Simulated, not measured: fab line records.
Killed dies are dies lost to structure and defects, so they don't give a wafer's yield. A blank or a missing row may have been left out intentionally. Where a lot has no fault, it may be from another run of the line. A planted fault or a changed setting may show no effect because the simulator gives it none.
A lot that was struck, set against a sound lot    flow n5 finfet    18 steps out of a route of 1938
Sound: the wafers L935.2, L935.4, L935.6. Wafers L945.1, L945.2 were the ones struck. At the end, the cause is stated.
Order at every step that has rows: each side's tool, ch and its chambers, its first start. Under that, the readings that differ: sound wafers    struck wafers    difference of the means    sigmas: that difference in standard deviations of wafers without a fault.
alike: readings with means less than 2 such deviations apart, plus words and numbers identical on both sides. not compared: withheld readings, readings lacking a value on some wafer, bounds such as >300 that could conceal the same value, and numbers that have no deviation in the record and whose values overlap.
A row with sigmas, a row that says differs or no value, or rows on one side alone: a step with any of these is where the two part. Numbers that have no deviation but don't overlap get no sigmas and don't part them. A reading that every wafer of one side lacks parts them only if that side has two wafers or more.

first, 6 steps without rows for these wafers: N5_BEOL_M8_COAT_22 (resist thk 30 nm); N5_BEOL_M8_EBR_24; N5_BEOL_M8_SOFTBAKE_23 (time 60 s); N5_BEOL_M8_EXPOSE_25 (exposes mask V7, target cd 40 nm); N5_BEOL_M8_PEB_26 (peb time 60 s); N5_BEOL_M8_DEVELOP_27 (develop time 30 s).
N5_BEOL_M8_CD_MEAS_28: target cd 40 nm.
  sound on cd sem-02 ch 0, day 11 21:24; struck on cd sem-02 ch 0, day 15 00:26
  alike: cd nm
N5_BEOL_M8_OVL_MEAS_29:
  sound on overlay-01 ch 0, day 11 21:26; struck on overlay-02 ch 0, day 15 00:28
  alike: V7_OVL
N5_BEOL_M8_INSPECT_30: inspects for defects (brightfield).
  sound on defect inspect-01 at day 11 21:29; struck on defect inspect-02 at day 15 00:31
  alike: raw defect count
N5_BEOL_M8_DESCUM_33: chemistry O2, time 7 s.
  sound on rie diel-01 ch 0,1,3, day 11 21:46; struck on rie diel-05 ch 1,2, day 15 00:46
  alike: drypump motor current A, oes product au, rf vpp V, showerhead plenum p Torr, temp c, throttle valve pct
  not compared: rf hours counter h
N5_BEOL_M8_ETCH_72: etches underlayer in N2/H2, target depth 6.5 nm, time 5.2 s.
  sound on rie diel-01 ch 0,1,3, day 11 21:48; struck on rie diel-05 ch 1,2, day 15 00:49
  alike: drypump motor current A, etch rf on time s, oes product au, rf vpp V, showerhead plenum p Torr, throttle valve pct
  not compared: rf hours counter h
N5_BEOL_M8_ETCH_65: etches SiARC in CF4, target depth 15.6 nm, time 26 s.
  sound on rie diel-01 ch 0,1,3, day 11 21:49; struck on rie diel-05 ch 1,2, day 15 00:49
  alike: drypump motor current A, etch rf on time s, oes product au, rf vpp V, showerhead plenum p Torr, throttle valve pct
  not compared: rf hours counter h
N5_BEOL_M8_ETCH_66: etches SOC in N2/H2, target depth 80 nm, overetch 16 nm, time 120 s.
  sound on rie diel-01 ch 0,1,3, day 11 21:50; struck on rie diel-05 ch 1,2, day 15 00:51
reading                                     sound           struck     difference  sigmas
model.SiARC_of_BEOL_M8_COAT_64.thk nm (nm)  6.6 6.4 6.4     8.2 8      +1.6        
model.BEOL_M8.cd nm (nm)                    39.8 40.4 40.2  38.6 39.2  -1.2        
  alike: drypump motor current A, oes product au, rf vpp V, showerhead plenum p Torr, temp c, throttle valve pct
  not compared: rf hours counter h
then, 2 steps without rows for these wafers: N5_BEOL_M8_STRIP_69 (strips in N2/H2); N5_BEOL_M8_STRIP_73 (strips in N2/H2).
N5_BEOL_M8_VIA_ETCH_34: etches SiCOH lowk in C4F6/O2, target depth 125.5 nm, time 50.5 s.
  sound on rie diel-01 ch 0,1,3, day 11 21:56; struck on rie diel-05 ch 1,2, day 15 00:57
reading                   sound           struck     difference  sigmas
model.BEOL_M8.cd nm (nm)  39.8 40.2 40.2  38.6 39.2  -1.2        
  alike: drypump motor current A, oes product au, rf vpp V, showerhead plenum p Torr, throttle valve pct
  not compared: rf hours counter h
then, 1 step without rows for these wafers: N5_BEOL_M8_STRIP_76 (strips in C4F6/O2).
-- here the record skips 3 days between the struck wafers' starts before and after, leaving off in module BEOL_M8 and picking up in module PASSIVATION (first step shown: number 1936 of the route) --
N5_PASSIVATION_PROBE_49:
  sound on prober-01 at day 15 07:37; struck on prober-01 at day 18 00:58
reading             sound     struck  difference  sigmas
killed_at_M0_to_M3  26 21 16  34 53   +22         +2
  alike: defect limited yield, killed_at_M4_up, killed at contacts, killed at front end, killed at other, killed dies, killed on rim, killed open, killed short, sort_bin_4_leakage, sort_bin_5_function, sort_bin_6_memory, sort n pass, sort yield pct

== WHERE THEY PART ==
Only at N5_PASSIVATION_PROBE_49, within this record.

WHY: the cause the simulator had injected
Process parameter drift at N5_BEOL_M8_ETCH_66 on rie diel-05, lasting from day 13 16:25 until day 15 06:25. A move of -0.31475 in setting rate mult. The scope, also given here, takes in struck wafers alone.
